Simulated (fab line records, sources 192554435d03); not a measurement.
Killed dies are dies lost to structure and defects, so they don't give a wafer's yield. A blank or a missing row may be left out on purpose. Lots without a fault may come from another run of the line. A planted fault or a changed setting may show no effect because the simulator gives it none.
Chamber matching | flow n5_finfet | N5_MOL_CONTACT_COAG_CMP_28 on cmp-04: 4 sister chambers
The step polishes, stops on SiNx, t overpolish 0.85 s, target thk 14.522 nm. 4 wafers are shown with their chamber, then 7 later ones without.

WAFERS WITH THEIR CHAMBER
wafer  | chamber | motor_current_A (A)
L077.1 | 2       | 12.2
L081.2 | 0       | 10.7
L084.3 | 1       | 12.5
L084.4 | 3       | 13.9

WAFERS WITHOUT THEIR CHAMBER
wafer  | motor_current_A (A)
L085.2 | 12.4
L085.4 | 13.9
L093.1 | 12.4
L093.3 | 10.4
L093.4 | 14.0
L095.2 | 10.1
L097.4 | 11.0

WHICH CHAMBER EACH WENT THROUGH
wafer  | from the rows above     | in truth
L085.2 | can't be placed: 1 or 2 | 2
L085.4 | 3                       | 3
L093.1 | can't be placed: 1 or 2 | 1
L093.3 | 0                       | 0
L093.4 | 3                       | 3
L095.2 | 0                       | 0
L097.4 | 0                       | 0
Placed correctly: 5 of 7. Can't be placed from these rows: 2 (the true chamber is among the candidates in 2). Placed wrongly: 0.
How it was worked out, from the rows above alone: a wafer's distance from a chamber is the root of the sum, over the readings, of the square of ((its reading less the chamber's mean) divided by the reading's scatter). The wafer belongs to the nearest chamber; if the next one is less than 2 further off, it can't be placed. A chamber's mean is the mean of its shown wafers. The scatter: with one shown wafer a chamber, the root of the mean of the squares of how far each hidden wafer lies from its nearest shown one.
